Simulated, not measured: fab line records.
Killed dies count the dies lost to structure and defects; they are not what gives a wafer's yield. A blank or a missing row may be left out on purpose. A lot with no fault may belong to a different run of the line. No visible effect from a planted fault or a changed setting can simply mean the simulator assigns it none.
Chamber matching + flow nandHarc + 4 sister chambers for NHARC_P_BONDPAD_CMP_32 on cmp-02
The step polishes SiCN, target thk 200 nm. 8 wafers are shown with their chamber, then 7 later ones without.

WAFERS PAIRED WITH THEIR CHAMBERS
| wafer  | chamber | motorCurrentA (A) |
|--------|---------|-------------------|
| L081.1 | 2       | 11.3              |
| L081.4 | 3       | 10.9              |
| L081.5 | 1       | 11.4              |
| L085.1 | 3       | 11.0              |
| L085.3 | 1       | 11.5              |
| L085.5 | 0       | 12.3              |
| L085.2 | 0       | 12.8              |
| L085.4 | 2       | 11.9              |

WAFERS WHOSE CHAMBER IS MISSING
| wafer  | motorCurrentA (A) |
|--------|-------------------|
| L085.6 | 11.6              |
| L086.1 | 11.5              |
| L086.4 | 11.5              |
| L086.5 | 11.2              |
| L088.1 | 11.5              |
| L088.4 | 11.6              |
| L088.5 | 11.9              |

WHICH CHAMBER EACH ONE RAN IN
| wafer  | from the rows above          | in truth |
|--------|------------------------------|----------|
| L085.6 | can't be placed: 2 or 1      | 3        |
| L086.1 | can't be placed: 1 or 2 or 3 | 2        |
| L086.4 | can't be placed: 1 or 2 or 3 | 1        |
| L086.5 | can't be placed: 1 or 3 or 2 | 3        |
| L088.1 | can't be placed: 1 or 2 or 3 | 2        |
| L088.4 | can't be placed: 2 or 1      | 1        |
| L088.5 | can't be placed: 2 or 1 or 0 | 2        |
Correctly placed: 0 of 7. These rows do not allow placing 7 (true chamber among the candidates in 6). Placed wrongly: 0.
How it was worked out, from the rows above alone: a wafer's distance from a chamber is the root of the sum, over the readings, of the square of ((its reading less the chamber's mean) divided by the reading's scatter). The wafer belongs to the nearest chamber; if the next one is less than 2 further off, it can't be placed. The mean given for a chamber averages the wafers shown for that chamber. The scatter is the square root of a quotient: the sum, over the shown wafers, of each reading's squared deviation from its chamber's mean, divided by wafers minus chambers.
